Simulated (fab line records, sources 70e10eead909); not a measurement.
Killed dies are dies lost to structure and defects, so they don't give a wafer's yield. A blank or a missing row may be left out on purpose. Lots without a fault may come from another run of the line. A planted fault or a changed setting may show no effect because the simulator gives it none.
fab line records | flow nand_harc
record lots=6 wafers=18 last_day=30
route steps=1302 shown P_M0@282 P_M1@285 END@1302
lots that met no fault: from a run of the same line without faults
start_h: hours from the record's first day to the start of the lot's first wafer shown | wait_h: hours since the lot's step before | " the same as in the row above | L1.1+2: a row that stands for several wafers | - no value, or no start given | * or withheld: withheld | < > ~ a bound
route shown NAME@n: a module of which the file shows steps, and the number in the route of the first | usual: mean/standard deviation of fault-free wafers | same: alike in all rows | chamber/n: place in a boat | sites: the reading at each site | _std_site: their standard deviation | _edge_site: outer sites' mean less inner sites' | radius_mm: how far each site lies from the wafer's centre | mask NAME#n: copy n | behind: the tool/chamber that last shaped the wafer | hold: why the lot was held/for how many hours/how that ended | device: the transistor (n, p or np) that didn't switch | end of line: the same wafers' tests at the end of the route | a step without rows: its recipe alone | killed: dies lost to structure and defects at the first sort, not the wafer's yield | map: a wafer's dies, x killed, . not, _ none there
set.NAME: the setting as run; set.NAME@STEP: as run at that earlier step | model.NAME: the simulator's own value behind a step, which no gauge read
lots at some steps of the route; a table a step, a row a wafer
services: from which hour (start_h, from the record's first day; less than 0 if before it) a tool's chamber was out of use, for how many hours, and why
## steps
# step NHARC_P_M0_INSPECT_27
# usual raw_defect_count=297/98
# columns lot.wafer tool chamber start_h wait_h raw_defect_count
L683.1 defect_inspect-01 - 133.07 0.0 360
L683.2 " - " " 272
L683.4 " - " " 223
L687.1 defect_inspect-01 - 165.89 0.0 237
L687.5 " - " " 290
L687.6 " - " " 400
L693.3 defect_inspect-01 - 230.62 0.0 412
L693.4 " - " " 303
L693.5 " - " " 595
L694.2 defect_inspect-01 - 233.65 0.0 499
L694.3 " - " " 520
L694.6 " - " " 166
L695.2 defect_inspect-01 - 248.13 0.0 224
L695.5 " - " " 253
L695.6 " - " " 353
L698.2 defect_inspect-02 - 272.75 0.0 304
L698.4 " - " " 204
L698.5 " - " " 150
# step NHARC_P_M0_PRE_CLEAN_31
# recipe time_s=12 temp_c=370 rf_power_w=300 gas=NH3
# usual heater_power_w=626/67 rf_fwd_power_W=292.7/0.94 susceptor_temp_C=369.95/0.2
# columns lot.wafer tool chamber start_h wait_h heater_power_w rf_fwd_power_W susceptor_temp_C
L683.2 pecvd-03 2 133.13 0.1 598 292.4 370.01
L683.1 " 0 " " 629 294.3 369.93
L683.4 " 1 " " 571 292.0 369.67
L687.1 pecvd-01 2 166.16 0.3 473 294.6 370.07
L687.6 " 1 " " 533 292.2 369.80
L687.5 " 2 " " 486 293.3 370.00
L693.4 pecvd-04 1 231.06 0.4 758 291.8 369.94
L693.3 " 0 " " 666 292.5 370.24
L693.5 " 1 " " 766 292.9 370.14
L694.3 pecvd-01 2 233.73 0.1 541 291.2 369.83
L694.2 " 0 " " 762 292.9 369.55
L694.6 " 1 " " 587 291.8 370.08
L695.2 pecvd-03 1 248.19 0.1 557 292.6 370.18
L695.6 " 1 " " 565 292.3 370.47
L695.5 " 0 " " 649 293.6 370.14
L698.2 pecvd-03 0 272.81 0.1 598 292.8 369.72
L698.4 " 1 " " 642 291.8 369.91
L698.5 " 1 " " 616 293.7 369.77
# step NHARC_P_M0_DEP_32
# recipe target_thk_a=300 temp_c=370 target_thk_nm=30 pressure_torr=3 flow_sccm=200 rf_w=450 material=SiCN
# usual heater_power_w=582/77 rf_fwd_power_W=449.2/1.4 susceptor_temp_C=369.98/0.21
# columns lot.wafer tool chamber start_h wait_h heater_power_w rf_fwd_power_W susceptor_temp_C
L683.2 pecvd-03 2 133.21 0.1 476 449.1 369.93
L683.1 " 0 " " 521 447.8 370.05
L683.4 " 1 " " 522 450.2 369.74
L687.1 pecvd-01 2 166.30 0.1 517 448.3 369.95
L687.6 " 1 " " 558 447.6 369.95
L687.5 " 2 " " 524 449.3 370.18
L693.4 pecvd-04 1 231.27 0.2 702 447.9 369.91
L693.3 " 0 " " 628 450.2 370.09
L693.5 " 1 " " 694 448.5 369.84
L694.3 pecvd-01 2 233.84 0.1 462 450.5 369.59
L694.2 " 0 " " 675 448.9 369.95
L694.6 " 1 " " 553 450.1 369.38
L695.2 pecvd-03 1 248.27 0.1 551 452.3 369.83
L695.6 " 1 " " 581 452.1 369.94
L695.5 " 0 " " 532 449.7 370.20
L698.2 pecvd-03 0 272.94 0.1 525 449.4 370.24
L698.4 " 1 " " 626 451.0 370.05
L698.5 " 1 " " 622 449.8 369.97
# step NHARC_P_M1_DEP_00
# recipe target_thk_a=1825 target_thk_nm=182.5 temp_c=withheld pressure_torr=5 flow_sccm=200 rf_w=600 material=SiOC
# step NHARC_P_M1_DEHYDRATE_01
# recipe temp_c=150 time_s=120
# step NHARC_P_M1_HMDS_02
# recipe time_s=30
# step NHARC_P_M1_COAT_34
# recipe temp_c=200 time_s=65
# step NHARC_P_M1_COAT_03
# recipe spin_rpm=1500 resist_thk_nm=90
# step NHARC_P_M1_SOFTBAKE_04
# recipe temp_c=105 time_s=55
# step NHARC_P_M1_EBR_05
# step NHARC_P_M1_EXPOSE_06
# recipe na=1.35 target_cd_nm=130 dose_mj=81.88 mask_id=P_M1
# step NHARC_P_M1_PEB_07
# recipe peb_temp_c=100 peb_time_s=65
# usual chill_plate_temp_C=23.01/0.1
# columns lot.wafer tool chamber start_h wait_h chill_plate_temp_C
L683.1 litho_track-06 0 134.36 0.1 22.94
L683.2 " 0 " " 23.07
L683.4 " 0 " " 23.11
L687.1 litho_track-04 0 167.26 0.1 22.98
L687.5 " 0 " " 23.05
L687.6 " 0 " " 22.97
L693.3 litho_track-04 0 232.43 0.0 23.00
L693.4 " 0 " " 22.92
L693.5 " 0 " " 23.07
L694.2 litho_track-01 0 234.97 0.1 22.92
L694.3 " 0 " " 22.86
L694.6 " 0 " " 23.05
L695.2 litho_track-04 0 249.58 0.1 23.01
L695.5 " 0 " " 22.98
L695.6 " 0 " " 22.85
L698.2 litho_track-01 0 274.12 0.1 23.02
L698.4 " 0 " " 23.05
L698.5 " 0 " " 23.15
# step NHARC_P_M1_DEVELOP_08
# recipe develop_time_s=35 dev_temp_c=23
# step NHARC_P_M1_CD_MEAS_09
# recipe target_cd_nm=130 landing_energy_ev=500
# usual cd_nm=129.9/0.66
# columns lot.wafer tool chamber start_h wait_h cd_nm
L683.1 cd_sem-01 0 134.44 - 129.2
L683.2 " 0 " " 130.0
L683.4 " 0 " " 129.3
L687.1 cd_sem-02 0 167.34 - 130.4
L687.5 " 0 " " 130.6
L687.6 " 0 " " 130.6
L693.3 cd_sem-01 0 232.51 - 129.6
L693.4 " 0 " " 133.1
L693.5 " 0 " " 130.8
L694.2 cd_sem-02 0 235.05 - 130.6
L694.3 " 0 " " 130.2
L694.6 " 0 " " 130.3
L695.2 cd_sem-02 0 249.66 - 132.5
L695.5 " 0 " " 129.9
L695.6 " 0 " " 133.4
L698.2 cd_sem-03 0 274.20 - 130.6
L698.4 " 0 " " 130.4
L698.5 " 0 " " 130.2
# step NHARC_P_M1_OVL_MEAS_10
# recipe pitch_nm=260
# usual overlay_x_nm=0.0/0.77 overlay_y_nm=0.0/0.63
# columns lot.wafer tool chamber start_h wait_h overlay_x_nm overlay_y_nm
L683.1 overlay-01 - 134.53 - -0.2 0.1
L683.2 " - " " -0.1 0.0
L683.4 " - " " 0.4 -0.1
L687.1 overlay-02 - 167.42 - -0.9 0.0
L687.5 " - " " -1.4 0.0
L687.6 " - " " -0.2 -0.1
L693.3 overlay-02 - 232.59 - -0.2 -0.7
L693.4 " - " " 0.5 -0.2
L693.5 " - " " 0.2 0.0
L694.2 overlay-02 - 235.15 - 1.3 0.5
L694.3 " - " " 1.3 0.1
L694.6 " - " " 0.3 0.3
L695.2 overlay-01 - 249.75 - -1.2 -0.8
L695.5 " - " " -0.9 -1.5
L695.6 " - " " -1.1 -1.6
L698.2 overlay-02 - 274.29 - 1.2 -0.1
L698.4 " - " " 1.4 0.3
L698.5 " - " " 1.4 -0.1
# step NHARC_P_M1_INSPECT_11
# usual raw_defect_count=5/3.3
# columns lot.wafer tool chamber start_h wait_h raw_defect_count
L683.1 defect_inspect-01 - 134.56 0.0 7
L683.2 " - " " 2
L683.4 " - " " 4
L687.1 defect_inspect-02 - 167.46 0.0 8
L687.5 " - " " 7
L687.6 " - " " 6
L693.3 defect_inspect-01 - 232.63 0.0 5
L693.4 " - " " 3
L693.5 " - " " 1
L694.2 defect_inspect-01 - 235.18 0.0 2
L694.3 " - " " 5
L694.6 " - " " 3
L695.2 defect_inspect-02 - 249.78 0.0 1
L695.5 " - " " 1
L695.6 " - " " 1
L698.2 defect_inspect-02 - 274.32 0.0 2
L698.4 " - " " 2
L698.5 " - " " 7
# step NHARC_P_M1_DESCUM_14
# recipe time_s=3 o2_flow_sccm=200 ar_flow_sccm=0 bias_power_w=0 chemistry=O2
# usual chamber_pressure_mTorr=60.00/0.053 drypump_motor_current_A=5.6/0.41 oes_product_au=1.002/0.014 rf_vpp_V=57.9/0.92 showerhead_plenum_p_Torr=1.91/0.082 throttle_valve_pct=11.310/0.009
# columns lot.wafer tool chamber start_h wait_h chamber_pressure_mTorr drypump_motor_current_A oes_product_au rf_hours_counter_h rf_vpp_V showerhead_plenum_p_Torr throttle_valve_pct model.P_M1.cd_nm
L683.1 rie_diel-07 1 134.62 0.1 60.01 6.2 1.002 1 57.3 1.86 11.315 129.4
L683.2 " 2 " " 59.88 6.0 0.988 1 57.7 1.93 11.321 130.7
L683.4 " 0 " " 60.01 5.8 1.003 1 57.9 1.92 11.309 129.7
L687.1 rie_diel-02 1 167.53 0.1 60.05 6.1 1.006 8 56.9 1.80 11.323 130.5
L687.5 " 0 " " 60.06 5.1 0.983 - 57.8 1.86 11.306 130.6
L687.6 " 1 " " 59.97 6.1 0.996 - 56.7 1.80 11.302 130.7
L693.3 rie_diel-01 0 232.70 0.1 60.06 6.3 1.023 2 57.5 1.85 11.300 130.3
L693.5 " 0 " " 60.02 6.3 1.015 - 57.4 1.85 11.302 130.7
L693.4 " 1 " " 59.98 5.5 0.996 - 58.3 1.93 11.313 133.1
L694.2 rie_diel-07 2 235.24 0.1 59.94 5.9 0.999 33 58.6 1.92 11.298 131.3
L694.3 " 0 " " 59.96 5.8 1.001 39 57.1 1.90 11.307 130.7
L694.6 " 3 " " 59.97 4.9 0.998 - 57.7 1.84 11.302 130
L695.2 rie_diel-01 3 249.85 0.1 59.98 5.3 1.024 4 58.8 2.03 11.308 132.9
L695.5 " 2 " " 59.94 5.2 0.973 - 58.7 1.82 11.298 129.8
L695.6 " 3 " " 60.09 5.3 1.002 - 59.7 2.03 11.307 132.8
L698.4 rie_diel-01 2 274.39 0.1 59.96 5.3 0.989 5 57.4 1.82 11.307 130.1
L698.2 " 0 " " 60.03 6.3 1.037 5 57.4 1.85 11.319 131.1
L698.5 " 2 " " 59.99 5.3 0.990 - 56.2 1.82 11.295 129.9
# step NHARC_P_M1_ETCH_35
# recipe target_depth_a=400 overetch_a=120 time_s=43.94 ion_energy_ev=200 n2_flow_sccm=150 h2_flow_sccm=150 ar_flow_sccm=0 rf_w=400 bias_w=150 chemistry=N2/H2
# usual chamber_pressure_mTorr=29.999/0.027 drypump_motor_current_A=5.7/0.4 oes_product_au=1.005/0.013 rf_fwd_power_W=394.9/2 rf_vpp_V=430.4/2.5 showerhead_plenum_p_Torr=2.03/0.089 throttle_valve_pct=14.172/0.0095
# columns lot.wafer tool chamber start_h wait_h chamber_pressure_mTorr drypump_motor_current_A oes_product_au rf_fwd_power_W rf_hours_counter_h rf_vpp_V showerhead_plenum_p_Torr throttle_valve_pct
L683.1 rie_diel-07 0 134.71 0.1 30.022 5.8 0.994 395.0 1 430.6 2.04 14.181
L683.2 " 2 " " 29.982 6.0 0.993 392.0 1 430.6 2.06 14.176
L683.4 " 3 " " 30.017 4.9 0.999 396.6 1 427.9 1.97 14.164
L687.1 rie_diel-02 2 167.61 0.1 30.008 5.5 1.002 395.4 8 432.5 2.13 14.176
L687.6 " 1 " " 30.040 6.1 1.011 391.3 - 427.6 1.91 14.167
L687.5 " 2 " " 29.978 5.5 1.009 395.9 - 433.1 2.13 14.171
L693.3 rie_diel-01 3 232.80 0.1 29.992 5.3 1.014 393.9 3 436.0 2.17 14.190
L693.5 " 1 " " 30.010 5.5 0.991 393.1 - 431.7 2.06 14.167
L693.4 " 0 " " 30.035 6.3 1.019 391.1 - 427.8 1.97 14.165
L694.3 rie_diel-07 3 235.33 0.1 29.958 4.9 0.999 394.3 34 428.6 1.96 14.175
L694.2 " 1 " " 30.040 6.3 1.007 395.4 41 429.2 1.97 14.189
L694.6 " 0 " " 30.030 5.8 1.000 393.3 - 429.2 2.03 14.165
L695.2 rie_diel-01 3 249.94 0.1 29.962 5.3 1.020 392.3 4 432.6 2.17 14.161
L695.5 " 1 " " 30.006 5.6 0.990 395.2 - 430.7 2.05 14.183
L695.6 " 2 " " 30.027 5.3 0.994 395.3 - 428.0 1.93 14.175
L698.2 rie_diel-01 0 274.47 0.1 30.018 6.3 1.035 392.3 5 429.6 1.97 14.180
L698.4 " 3 " " 29.965 5.3 1.018 392.9 6 432.6 2.17 14.181
L698.5 " 0 " " 30.020 6.3 1.031 393.0 - 428.2 1.97 14.171
# step NHARC_P_M1_ETCH_15
# recipe target_depth_a=1825 time_s=91.2 c4f8_flow_sccm=withheld ar_flow_sccm=400 rf_w=600 bias_w=300 chemistry=C4F8/Ar
# usual chamber_pressure_mTorr=25.000/0.025 oes_product_au=0.960/0.024 rf_fwd_power_W=595.7/2.3 rf_vpp_V=440.6/2.7
# columns lot.wafer tool chamber start_h wait_h chamber_pressure_mTorr oes_product_au rf_fwd_power_W rf_hours_counter_h rf_vpp_V
L683.2 rie_diel-07 1 - - 25.011 0.975 597.2 1 438.8
L683.4 " 3 " " 25.017 0.994 595.3 1 438.9
L683.1 " 0 " " 25.036 0.987 596.4 1 440.7
L687.1 rie_diel-02 1 - - 25.006 0.957 595.3 8 438.9
L687.6 " 1 " " 24.989 0.974 593.4 - 437.6
L687.5 " 2 " " 24.976 0.975 594.3 - 443.4
L693.3 rie_diel-01 1 - - 25.013 0.965 594.5 2 441.8
L693.4 " 3 " " 24.983 0.974 594.8 - 445.0
L693.5 " 0 " " 24.994 0.991 595.5 - 438.2
L694.3 rie_diel-07 0 - - 24.985 0.936 593.5 39 439.7
L694.2 " 2 " " 25.003 0.932 593.2 33 442.0
L694.6 " 1 " " 24.954 0.935 596.0 - 439.2
L695.2 rie_diel-01 2 - - 25.017 0.951 597.4 3 438.2
L695.5 " 1 " " 25.007 0.976 597.1 - 440.0
L695.6 " 2 " " 24.993 0.946 596.6 - 438.3
L698.2 rie_diel-01 1 - - 24.978 0.948 592.7 5 441.3
L698.4 " 3 " " 25.015 0.990 592.9 6 445.0
L698.5 " 1 " " 24.974 0.959 597.2 - 441.2
# step NHARC_P_M1_CD_MEAS_16
# usual cd_nm=129.7/0.96
# columns lot.wafer tool chamber start_h wait_h cd_nm
L683.1 cd_sem-02 - 134.93 - 129.0
L683.2 " - " " 130.8
L683.4 " - " " 129.0
L687.1 cd_sem-01 - 167.83 - 130.2
L687.5 " - " " 130.1
L687.6 " - " " 130.0
L693.3 cd_sem-02 - 233.05 - 130.2
L693.4 " - " " 132.8
L693.5 " - " " 130.7
L694.2 cd_sem-02 - 235.55 - 132.1
L694.3 " - " " 130.4
L694.6 " - " " 130.2
L695.2 cd_sem-01 - 250.15 - 132.8
L695.5 " - " " 129.9
L695.6 " - " " 132.9
L698.2 cd_sem-01 - 274.69 - 131.5
L698.4 " - " " 129.7
L698.5 " - " " 130.0
# step NHARC_P_M1_STRIP_18
# recipe power_w=1000 n2_flow_sccm=150 h2_flow_sccm=150 ar_flow_sccm=0 bias_w=0 chemistry=N2/H2
# usual chamber_pressure_mTorr=29.998/0.026 drypump_motor_current_A=5.6/0.41 oes_product_au=1.002/0.013 rf_fwd_power_W=997/3.3 rf_vpp_V=90.6/0.95 showerhead_plenum_p_Torr=2.03/0.09 throttle_valve_pct=14.173/0.0099
# columns lot.wafer tool chamber start_h wait_h chamber_pressure_mTorr drypump_motor_current_A oes_product_au rf_fwd_power_W rf_hours_counter_h rf_vpp_V showerhead_plenum_p_Torr throttle_valve_pct
L683.2 rie_diel-02 0 135.00 0.1 30.040 5.1 0.979 999 4 90.8 1.98 14.171
L683.4 " 1 " " 30.051 6.0 0.996 1000 5 88.3 1.91 14.175
L683.1 " 3 " " 29.963 5.8 0.979 1002 6 91.2 2.15 14.171
L687.1 rie_diel-01 3 167.96 0.1 29.958 5.4 0.986 995 13 91.3 2.17 14.183
L687.5 " 1 " " 29.986 5.5 1.009 996 - 91.0 2.06 14.186
L687.6 " 2 " " 29.979 5.2 0.995 996 - 90.2 1.94 14.199
L693.3 rie_diel-01 0 233.16 0.1 30.015 6.3 1.017 996 2 89.7 1.97 14.155
L693.4 " 0 " " 30.000 6.3 1.012 994 - 90.0 1.97 14.149
L693.5 " 1 " " 30.000 5.6 0.991 995 - 89.5 2.06 14.174
L694.3 rie_diel-02 0 235.67 0.1 30.024 5.1 0.994 1002 0 90.3 1.98 14.164
L694.2 " 1 " " 30.007 6.1 1.011 995 0 89.5 1.91 14.171
L694.6 " 2 " " 29.967 5.5 1.010 998 - 90.6 2.13 14.173
L695.2 rie_diel-07 2 250.30 0.1 30.019 5.9 0.988 996 36 91.5 2.05 14.172
L695.5 " 3 " " 29.977 4.9 0.995 997 - 90.0 1.96 14.182
L695.6 " 0 " " 29.987 5.8 0.993 992 - 90.3 2.03 14.157
L698.4 rie_diel-02 2 274.77 0.1 30.039 5.5 1.024 997 4 90.0 2.13 14.174
L698.2 " 0 " " 30.003 5.1 0.986 993 4 91.6 1.98 14.174
L698.5 " 3 " " 29.997 5.8 1.004 995 - 90.8 2.15 14.166
# step NHARC_P_M1_ETCH_28
# recipe target_depth_a=300 over_etch_frac=0.3 time_s=72.99 ion_energy_ev=150 cf4_flow_sccm=50 n2_flow_sccm=100 ar_flow_sccm=150 rf_w=300 bias_w=100 chemistry=CF4/N2
# usual chamber_pressure_mTorr=29.998/0.026 drypump_motor_current_A=5.7/0.41 oes_product_au=1.004/0.013 rf_fwd_power_W=297.4/1.1 rf_vpp_V=314.1/1.9 showerhead_plenum_p_Torr=2.61/0.11 throttle_valve_pct=19.794/0.0085
# columns lot.wafer tool chamber start_h wait_h chamber_pressure_mTorr drypump_motor_current_A oes_product_au rf_fwd_power_W rf_hours_counter_h rf_vpp_V showerhead_plenum_p_Torr throttle_valve_pct model.P_M1.cd_nm
L683.4 rie_diel-02 0 - - 30.039 5.1 0.985 298.4 4 313.0 2.56 19.794 129.1
L683.2 " 1 " " 30.009 6.1 0.996 298.0 5 312.9 2.48 19.802 130.2
L683.1 " 3 " " 30.030 5.8 1.004 297.6 6 317.2 2.76 19.805 129.8
L687.1 rie_diel-01 1 - - 29.991 5.6 1.003 297.4 12 313.5 2.65 19.785 130.2
L687.6 " 1 " " 30.025 5.6 1.006 297.4 - 314.5 2.65 19.799 130.6
L687.5 " 2 " " 30.019 5.3 0.990 297.9 - 312.5 2.50 19.795 131.2
L693.3 rie_diel-01 0 - - 29.960 6.3 1.023 295.9 2 312.6 2.54 19.793 129.5
L693.4 " 3 " " 29.997 5.3 1.021 297.0 - 316.4 2.78 19.799 132.4
L693.5 " 0 " " 29.945 6.3 1.032 296.8 - 312.8 2.54 19.773 131.1
L694.2 rie_diel-02 3 - - 29.996 5.8 1.013 299.3 0 316.7 2.76 19.781 131.2
L694.3 " 1 " " 30.011 6.1 1.013 296.1 0 311.9 2.47 19.797 131
L694.6 " 0 " " 30.009 5.1 0.982 298.5 - 313.4 2.56 19.788 129.3
L695.2 rie_diel-07 2 - - 30.013 5.9 1.004 295.9 36 316.4 2.63 19.786 132.3
L695.6 " 0 " " 30.002 5.8 0.995 296.9 - 313.7 2.61 19.792 133.1
L695.5 " 1 " " 30.011 6.3 1.017 298.5 - 313.0 2.54 19.789 129.5
L698.2 rie_diel-02 2 - - 30.005 5.5 1.026 299.4 4 314.5 2.73 19.782 131.6
L698.4 " 3 " " 30.042 5.8 1.003 299.3 3 315.9 2.76 19.790 129
L698.5 " 1 " " 30.026 6.0 1.018 297.1 - 312.4 2.47 19.803 130.3
# step NHARC_P_M1_STRIP_19
# recipe time_s=600 temp_c=30 chemistry=post_etch_residue_remover
# step NHARC_END_SORT_01
# recipe temp_c=25
# usual defect_limited_yield=90.9/2.4 killed_at_array=56/17 killed_at_other=1.2/1.4 killed_at_periphery=4/3.2 killed_dies=61/16 killed_open=3.6/2.1 killed_short=2.7/1.8
# same gross_dies=677
# columns lot.wafer tool chamber start_h wait_h defect_limited_yield[%] killed_at_array killed_at_other killed_at_periphery killed_dies killed_open killed_short
L687.1 prober-01 0 611.07 2.5 88.2 76 1 3 80 3 0
L687.5 prober-01 0 614.19 3.6 88.3 77 0 2 79 5 1
L687.6 prober-01 0 614.97 3.9 88.2 75 0 5 80 6 9
L693.3 prober-02 0 676.68 3.1 92.6 46 0 4 50 4 1
L693.4 prober-02 0 677.49 3.4 92.5 48 0 3 51 4 1
L693.5 prober-02 0 678.30 3.7 91.9 49 2 4 55 6 3
L694.2 prober-01 0 684.93 2.8 88.3 75 0 4 79 5 1
L694.3 prober-01 0 685.73 3.1 89.7 66 0 4 70 3 1
L694.6 prober-01 0 688.13 4.0 88.6 75 0 2 77 2 3
L695.5 prober-02 0 709.79 3.7 90.3 63 0 3 66 9 3
L698.2 prober-01 0 715.13 2.8 91.7 48 2 6 56 1 3
L698.4 prober-01 0 716.73 3.4 92.9 47 1 0 48 0 4
L698.5 prober-01 0 717.53 3.7 90.0 62 2 4 68 6 1
# killed by level:class
L687.1 A_CHANNEL_HOLE_D2:chamber_film_flake=30 A_SLIT:chamber_film_flake=28 A_CONTACT:chamber_film_flake=6 P_GATE:chamber_film_flake=3 A_ZERO_WELL:chamber_film_flake=3 A_CHANNEL_HOLE_D1:chamber_film_flake=3 A_ONON_D1:geometric_particle:open=1 A_CHANNEL_FILL_D2:geometric_particle:open=1
L687.5 A_CHANNEL_HOLE_D2:chamber_film_flake=35 A_SLIT:chamber_film_flake=29 A_CONTACT:chamber_film_flake=4 A_CHANNEL_HOLE_D1:chamber_film_flake=2 P_M0:geometric_particle:open=1 A_CHANNEL_HOLE_D1:geometric_particle:open=1 A_CHANNEL_FILL_D1:geometric_particle:open=1 A_CONTACT:geometric_particle:open=1
L687.6 A_SLIT:chamber_film_flake=27 A_CHANNEL_HOLE_D2:chamber_film_flake=22 A_WL_FILL:geometric_particle:short=4 A_CHANNEL_FILL_D1:geometric_particle:short=3 A_ONON_D2:geometric_particle:open=3 P_GATE:chamber_film_flake=3 A_CHANNEL_HOLE_D1:chamber_film_flake=3 A_CHANNEL_FILL_D1:chamber_film_flake=3
L693.3 A_SLIT:chamber_film_flake=32 A_CHANNEL_FILL_D2:chamber_film_flake=3 A_CONTACT:chamber_film_flake=3 P_BONDPAD:chamber_film_flake=2 A_CHANNEL_HOLE_D1:chamber_film_flake=2 P_GATE:geometric_particle:open=1 P_CONTACT:geometric_particle:open=1 A_ONON_D2:geometric_particle:open=1
L693.4 A_SLIT:chamber_film_flake=30 A_CHANNEL_HOLE_D1:chamber_film_flake=8 A_STAIRCASE:chamber_film_flake=5 P_STI:geometric_particle:open=1 A_CHANNEL_FILL_D1:geometric_particle:open=1 A_ONON_D2:geometric_particle:open=1 A_CHANNEL_FILL_D2:geometric_particle:short=1 A_M0:geometric_particle:open=1
L693.5 A_SLIT:chamber_film_flake=27 A_CHANNEL_HOLE_D1:chamber_film_flake=5 A_CONTACT:chamber_film_flake=5 A_CHANNEL_FILL_D2:chamber_film_flake=3 A_CHANNEL_FILL_D1:geometric_particle:open=2 A_STAIRCASE:chamber_film_flake=2 P_GATE:geometric_particle:short=1 P_GATE:geometric_particle:open=1
L694.2 A_SLIT:chamber_film_flake=31 A_CHANNEL_HOLE_D1:chamber_film_flake=23 A_CHANNEL_HOLE_D2:chamber_film_flake=11 A_ONON_D2:geometric_particle:open=2 P_M1:chamber_film_flake=2 A_DECK1_JOINT:chamber_film_flake=2 P_GATE:geometric_particle:short=1 P_CONTACT:geometric_particle:open=1
L694.3 A_CHANNEL_HOLE_D1:chamber_film_flake=23 A_SLIT:chamber_film_flake=20 A_CHANNEL_HOLE_D2:chamber_film_flake=11 A_ZERO_WELL:chamber_film_flake=3 P_ZERO_WELL:chamber_film_flake=2 A_STAIRCASE:chamber_film_flake=2 A_CONTACT:chamber_film_flake=2 P_M0:geometric_particle:open=1
L694.6 A_SLIT:chamber_film_flake=27 A_CHANNEL_HOLE_D1:chamber_film_flake=18 A_CHANNEL_HOLE_D2:chamber_film_flake=17 A_CONTACT:chamber_film_flake=3 A_ONON_D2:geometric_particle:short=2 A_DECK1_JOINT:chamber_film_flake=2 A_STAIRCASE:chamber_film_flake=2 A_DECK1_JOINT:geometric_particle:open=1
L695.5 A_SLIT:chamber_film_flake=33 A_CONTACT:chamber_film_flake=7 A_CHANNEL_FILL_D1:chamber_film_flake=4 A_CHANNEL_HOLE_D1:chamber_film_flake=3 P_GATE:geometric_particle:open=2 A_ONON_D1:geometric_particle:open=2 A_WL_FILL:geometric_particle:short=2 A_DECK1_JOINT:chamber_film_flake=2
L698.2 A_SLIT:chamber_film_flake=27 A_CONTACT:chamber_film_flake=7 A_CHANNEL_HOLE_D1:chamber_film_flake=5 P_M2:chamber_film_flake=3 A_DECK1_JOINT:chamber_film_flake=3 A_SGD_CUT:chamber_film_flake=2 THIN_TSV:chamber_film_flake=2 P_M0:geometric_particle:short=1
L698.4 A_SLIT:chamber_film_flake=25 A_CHANNEL_HOLE_D1:chamber_film_flake=8 A_CONTACT:chamber_film_flake=3 A_CHANNEL_FILL_D1:geometric_particle:short=2 A_CHANNEL_HOLE_D2:chamber_film_flake=2 A_SGD_CUT:chamber_film_flake=2 A_DECK1_JOINT:geometric_particle:short=1 A_CHANNEL_HOLE_D2:geometric_particle:short=1
L698.5 A_SLIT:chamber_film_flake=24 A_CHANNEL_HOLE_D1:chamber_film_flake=12 A_CONTACT:chamber_film_flake=12 A_SGD_CUT:chamber_film_flake=5 A_ONON_D2:geometric_particle:open=2 A_M0:geometric_particle:open=2 A_CHANNEL_FILL_D2:chamber_film_flake=2 THIN_TSV:chamber_film_flake=2
## services
# columns tool chamber start_h hours kind
rie_diel-01 1 113.05 7.2 repair
rie_diel-07 - 117.20 9.0 pm
rie_diel-02 - 118.94 0.8 repair
rie_diel-02 0 121.72 1.5 repair
rie_diel-02 0 128.83 4.5 repair
pecvd-01 - 130.00 13.0 pm
pecvd-04 1 131.08 9.2 repair
rie_diel-07 2 144.88 9.2 repair
rie_diel-02 0 145.81 1.9 repair
litho_track-01 - 155.00 7.0 pm
pecvd-04 - 155.67 0.7 repair
pecvd-03 0 169.76 4.0 repair
pecvd-03 - 185.19 13.0 pm
rie_diel-07 3 202.03 9.6 repair
litho_track-04 - 203.00 7.0 pm
rie_diel-01 - 203.81 9.0 pm
rie_diel-02 0 210.71 9.6 repair
rie_diel-02 - 216.70 9.0 pm
pecvd-04 - 226.58 1.4 repair
rie_diel-01 2 230.95 4.5 repair
pecvd-01 2 252.67 8.8 repair
rie_diel-07 1 263.08 1.3 repair
pecvd-03 2 266.64 9.7 repair
pecvd-04 - 269.30 13.0 pm
## key
first_sign step=NHARC_P_M1_CD_MEAS_09 reading=cd_nm direction=up sigmas=4.8 usual=129.9 struck=133.0
effect step=NHARC_P_M1_CD_MEAS_16 reading=cd_nm direction=up sigmas=3.3 usual=129.7 struck=132.8
model_effect step=NHARC_P_M1_DESCUM_14 value=P_M1.cd_nm without=129.5 struck=132.9
model_effect step=NHARC_P_M1_ETCH_28 value=P_M1.cd_nm without=129.2 struck=132.6
met_at NHARC_P_M1_PEB_07
struck_wafers L693.4,L695.2,L695.6
onset_between 167.26 232.43
fault kind=process_parameter_drift tool=litho_track-04 chamber=- onset_h=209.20 steps=NHARC_P_M1_PEB_07 channel=peb_time_s offset=* shape=step end_h=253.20 scope=struck_wafers_only acts_in=* stated=*
